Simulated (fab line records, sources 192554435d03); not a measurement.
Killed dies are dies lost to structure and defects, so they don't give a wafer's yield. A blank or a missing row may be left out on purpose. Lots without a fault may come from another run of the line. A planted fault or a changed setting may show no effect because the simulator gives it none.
Split-lot experiment | flow n5_finfet | 7 lots, 21 wafers read, on a route of 1938 steps

THE SPLIT
At N5_FIN_CUT_EXPOSE_05 (exposes mask FIN CUT), the setting dose_mj was moved away from the recipe's 45.75 on 7 of the 21 wafers read, by -3.6% to +4.8%. The other wafers ran this setting at the recipe's value.

FROM THE SPLIT TO THE READING: what the file shows between them, 3 steps
- N5_FIN_CUT_PEB_06: peb time 60 s
- N5_FIN_CUT_DEVELOP_07: develop time 30 s
- N5_FIN_CUT_DESCUM_13: chemistry O2, time 7 s

THE READING
FIN_CUT.cd_offset_nm (the simulator's own value, which no gauge read), in nm, at N5_FIN_CUT_ETCH_30 (etches underlayer in N2/H2, target depth 13 nm, time 10.4 s). The file gives no usual value for it. The 14 wafers here that ran the recipe average 0.0 nm, standard deviation 0.13 nm.

wafer  | tool, chamber at the split | dose_mj as run | against the recipe | FIN_CUT.cd_offset_nm, nm | against lot-mates on the recipe
L074.3 | euv_scanner-01, 0          | 45.75          | recipe             | 0                        | -
L074.4 | euv_scanner-01, 0          | 46.77          | +2.2%              | 0.4                      | +0.3
L074.6 | euv_scanner-01, 0          | 45.75          | recipe             | 0.2                      | -
L075.1 | euv_scanner-02, 0          | 45.75          | recipe             | -0.2                     | -
L075.2 | euv_scanner-02, 0          | 45.75          | recipe             | 0                        | -
L075.3 | euv_scanner-02, 0          | 45.75          | recipe             | 0                        | -
L077.2 | euv_scanner-02, 0          | 45.75          | recipe             | 0.2                      | -
L077.3 | euv_scanner-02, 0          | 45.75          | recipe             | 0                        | -
L077.5 | euv_scanner-02, 0          | 45.75          | recipe             | 0                        | -
L078.2 | euv_scanner-02, 0          | 47.95          | +4.8%              | 0.6                      | +0.8
L078.5 | euv_scanner-02, 0          | 47.95          | +4.8%              | 0.8                      | +1.0
L078.6 | euv_scanner-02, 0          | 45.75          | recipe             | -0.2                     | -
L087.1 | euv_scanner-01, 0          | 45.75          | recipe             | -0.2                     | -
L087.3 | euv_scanner-01, 0          | 45.75          | recipe             | 0                        | -
L087.4 | euv_scanner-01, 0          | 45.75          | recipe             | 0.2                      | -
L092.3 | euv_scanner-01, 0          | 45.75          | recipe             | 0                        | -
L092.4 | euv_scanner-01, 0          | 44.11          | -3.6%              | -0.6                     | -0.6
L092.6 | euv_scanner-01, 0          | 44.11          | -3.6%              | -0.6                     | -0.6
L097.1 | euv_scanner-01, 0          | 44.31          | -3.1%              | -0.4                     | -0.4
L097.4 | euv_scanner-01, 0          | 45.75          | recipe             | 0                        | -
L097.5 | euv_scanner-01, 0          | 44.31          | -3.1%              | -0.6                     | -0.6

THE FIT
A straight line over all 21 wafers: FIN_CUT.cd_offset_nm changes by +0.156 nm for each +1% of dose_mj; r = +0.94; the points scatter about the line by 0.12 nm.
The same after taking each lot's own level away (the mean of its wafers on the recipe; 21 wafers): +0.174 nm for each +1%; r = +0.97; scatter 0.11 nm.
On that fit, the largest move of dose_mj shifts the reading by 0.83 nm.
The lots' own levels span -0.20 to 0.10 nm, that is 2.3 times the standard deviation above.
So the lot-to-lot level changes the slope: the two fits differ.
Check: with one of the wafers moved furthest among these (+4.8%) left out of the fit, the line predicts +0.861 nm for it against its lot-mates. It came out at +0.8 nm against them.

OTHER SPLITS ON THESE WAFERS
These wafers also went through other splits before the reading. Each is held against what the fit with the lots' levels taken away leaves over:
other split on the same wafers | wafers away from the commonest value | r with FIN_CUT.cd_offset_nm (lot level and that fit taken away)
N5_ZERO_LAYER_COAT_05 spin_rpm | 4                                    | -0.09
N5_ZERO_LAYER_ETCH_18 bias_w   | 6                                    | +0.03
N5_FIN_SAQP_COAT_50 spin_rpm   | 8                                    | +0.09

THE FILE'S OWN FIT
FIN_CUT.cd_offset_nm changes by +0.172 nm for each +1% of dose_mj, r = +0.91.
